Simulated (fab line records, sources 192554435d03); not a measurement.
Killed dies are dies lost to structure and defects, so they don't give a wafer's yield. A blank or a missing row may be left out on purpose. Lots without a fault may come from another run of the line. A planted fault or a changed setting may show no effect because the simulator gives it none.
Chamber matching | flow n5_finfet | N5_WELL_APT_DESCUM_13 on rie_diel-04: 4 sister chambers
The step chemistry O2, time 7.9 s. 16 wafers are shown with their chamber, then 8 later ones without.

WAFERS WITH THEIR CHAMBER
wafer  | chamber | drypump_motor_current_A (A) | showerhead_plenum_p_Torr (Torr) | throttle_valve_pct (%)
L515.1 | 2       | 5.39                        | 2.17                            | 20.42
L515.4 | 3       | 5.24                        | 2.20                            | 20.78
L515.6 | 1       | 5.89                        | 2.07                            | 20.67
L517.2 | 0       | 5.85                        | 2.08                            | 20.92
L517.4 | 1       | 5.91                        | 2.07                            | 20.67
L517.6 | 1       | 5.91                        | 2.07                            | 20.66
L518.2 | 0       | 5.89                        | 2.08                            | 20.93
L518.3 | 3       | 5.23                        | 2.20                            | 20.80
L518.5 | 1       | 5.89                        | 2.07                            | 20.69
L530.1 | 0       | 5.87                        | 2.08                            | 20.96
L530.2 | 2       | 5.39                        | 2.17                            | 20.43
L530.4 | 3       | 5.24                        | 2.19                            | 20.82
L532.3 | 1       | 5.92                        | 2.07                            | 20.71
L532.4 | 3       | 5.25                        | 2.19                            | 20.80
L532.5 | 3       | 5.23                        | 2.19                            | 20.83
L533.2 | 0       | 5.84                        | 2.07                            | 20.95

SIGNATURES (means of the wafers above)
reading                  | chamber 0 | chamber 1 | chamber 2 | chamber 3 | scatter within a chamber
drypump_motor_current_A  | 5.8625    | 5.9040    | 5.3900    | 5.2380    | 0.0144
showerhead_plenum_p_Torr | 2.0775    | 2.0700    | 2.1700    | 2.1940    | 0.00403
throttle_valve_pct       | 20.9400   | 20.6800   | 20.4250   | 20.8060   | 0.0186
Rule: a wafer's distance from a chamber is the root of the sum, over the readings, of the square of ((its reading less the chamber's mean) divided by the reading's scatter). The wafer belongs to the nearest chamber; if the next one is less than 2 further off, it can't be placed. The scatter: the root of (the sum of the squares of (reading less its chamber's mean) over the shown wafers, divided by (wafers less chambers)).

WAFERS WITHOUT THEIR CHAMBER
wafer  | drypump_motor_current_A (A) | showerhead_plenum_p_Torr (Torr) | throttle_valve_pct (%)
L533.3 | 5.92                        | 2.06                            | 20.72
L533.5 | 5.39                        | 2.16                            | 20.44
L536.1 | 5.92                        | 2.06                            | 20.71
L536.2 | 5.38                        | 2.16                            | 20.45
L536.6 | 5.23                        | 2.19                            | 20.82
L537.1 | 5.21                        | 2.19                            | 20.85
L537.2 | 5.88                        | 2.06                            | 20.71
L537.5 | 5.21                        | 2.19                            | 20.84

WHICH CHAMBER EACH WENT THROUGH
wafer  | from the rows above | in truth
L533.3 | 1                   | 1
L533.5 | 2                   | 2
L536.1 | 1                   | 1
L536.2 | 2                   | 2
L536.6 | 3                   | 3
L537.1 | 3                   | 3
L537.2 | 1                   | 1
L537.5 | 3                   | 3
Placed correctly: 8 of 8. Can't be placed from these rows: 0. Placed wrongly: 0.
